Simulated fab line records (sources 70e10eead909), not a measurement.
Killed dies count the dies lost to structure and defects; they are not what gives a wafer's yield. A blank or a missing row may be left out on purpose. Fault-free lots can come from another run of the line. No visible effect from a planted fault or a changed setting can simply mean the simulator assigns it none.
2 desks looking at one fault ; flow nandHarc ; only its own numbers are on each desk; what lay behind them is given at the end

== AT THE TOOL OWNER'S DESK: lithoTrack-06 ==
The tool's own readings at NHARC_A_CHANNEL_HOLE_D2_PEB_08 (peb time 65 s): means of the sampled wafers that have a number, for each lot that ran on this tool. If a lot's mean is further than 4 standard deviations from the usual mean, the lot is out of limits and carries the mark OUT (the distance appears in the brackets).
Columns: A = chillPlateTempC at NHARC_A_CHANNEL_HOLE_D2_PEB_08, usual 23.01 C; B = heaterPowerTotalW at NHARC_A_CHANNEL_HOLE_D2_PEB_08, usual 156.6 W; C = plateTempC at NHARC_A_CHANNEL_HOLE_D2_PEB_08, usual 99.98 C
lot;first seen here;A;B;C
L207;day 13 01:28;22.95;157.0;99.95
L209;day 14 04:37;22.88;156.6;99.97
L213;day 15 07:58;22.93;156.7;99.99
L216;day 18 02:55;23.03;156.4;100.08
L223;day 20 05:49;23.03;172.7 (+40) OUT;107.75 (+65) OUT
L224;day 20 20:05;23.02;173.1 (+41) OUT;107.72 (+64) OUT
L225;day 21 16:16;22.95;173.1 (+41) OUT;107.55 (+63) OUT
Finding of this desk: L223, L224, L225 out of limits; the first was L223 at day 20 05:49, on heaterPowerTotalW at NHARC_A_CHANNEL_HOLE_D2_PEB_08. L207, L209, L213, L216: within limits.

== THE METROLOGY DESK ==
What the gauges read for every lot (on any tool): the sampled wafers with a number, averaged. If a lot's mean is further than 4 standard deviations from the usual mean, the lot is out of limits and carries the mark OUT (the distance appears in the brackets).
Columns: A = cdNm at NHARC_A_CHANNEL_HOLE_D2_CD_MEAS_10, usual 100.0 nm; B = cdNm at NHARC_A_CHANNEL_HOLE_D2_CD_MEAS_31, usual 89.9 nm
lot;first seen here;A;B
L207;day 13 01:32;99.9;88.2
L209;day 14 04:41;99.7;88.9
L211;day 15 07:48;99.5;89.1
L213;day 15 08:02;100.1;89.9
L216;day 18 02:59;100.5;90.3
L218;day 18 03:16;99.5;91.0
L223;day 20 05:54;118.3 (+43) OUT;109.8 (+14) OUT
L224;day 20 20:10;118.2 (+42) OUT;106.3 (+12) OUT
L225;day 21 16:20;118.8 (+44) OUT;107.7 (+13) OUT
Finding of this desk: L223, L224, L225 out of limits; the first was L223 at day 20 05:54, on cdNm at NHARC_A_CHANNEL_HOLE_D2_CD_MEAS_10. L207, L209, L211, L213, L216, L218: within limits.

== TAKEN TOGETHER ==
The tool owner's desk had the chance to raise an alarm at day 20 05:49 on L223, L224, L225.
L223, L224, L225 would have let the metrology desk raise an alarm at day 20 05:54.
On lithoTrack-06, each named lot ran NHARC_A_CHANNEL_HOLE_D2_PEB_08.

== WHAT THE SIMULATOR HAD PUT IN ==
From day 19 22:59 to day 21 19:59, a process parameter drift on lithoTrack-06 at NHARC_A_CHANNEL_HOLE_D2_PEB_08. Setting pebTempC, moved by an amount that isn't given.
Struck lots among those shown: L223, L224, L225.
Counting hours from when the fault started, the first reading out of limits came at 7 for the tool owner's desk and at 7 for the metrology desk.
